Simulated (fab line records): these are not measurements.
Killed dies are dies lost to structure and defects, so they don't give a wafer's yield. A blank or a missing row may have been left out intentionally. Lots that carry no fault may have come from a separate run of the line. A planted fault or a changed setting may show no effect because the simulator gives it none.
Chamber matching    flow n5_finfet    N5_BEOL_M5_DESCUM_16 on rie_diel-06 has 4 sister chambers
The step chemistry O2, time 7 s. 4 wafers are shown with their chamber, then 8 later ones without.

## EACH WAFER AND ITS CHAMBER
wafer   chamber  drypump_motor_current_A (A)
L081.3  0        5.6
L081.6  1        6.0
L088.4  2        5.9
L090.1  3        6.4

## WAFERS WHOSE CHAMBER IS MISSING
wafer   drypump_motor_current_A (A)
L090.4  6.4
L090.6  5.9
L093.1  6.0
L093.4  5.9
L093.5  5.9
L096.1  5.6
L096.5  5.9
L096.6  6.1

## THE CHAMBER EACH PASSED THROUGH
wafer   from the rows above  in truth
L090.4  3                    3
L090.6  2                    2
L093.1  1                    1
L093.4  2                    2
L093.5  2                    2
L096.1  0                    0
L096.5  2                    2
L096.6  1                    1
8 of 8 placed correctly. Not placeable from these rows: 0. Number placed wrongly: 0.
How it was worked out, from the rows above alone: a wafer's distance from a chamber is the root of the sum, over the readings, of the square of ((its reading less the chamber's mean) divided by the reading's scatter). The wafer belongs to the nearest chamber; if the next one is less than 2 further off, it can't be placed. The mean given for a chamber averages the wafers shown for that chamber. The scatter (one wafer shown for each chamber): square how far every hidden wafer sits from the nearest shown wafer, average those squares and take the square root.
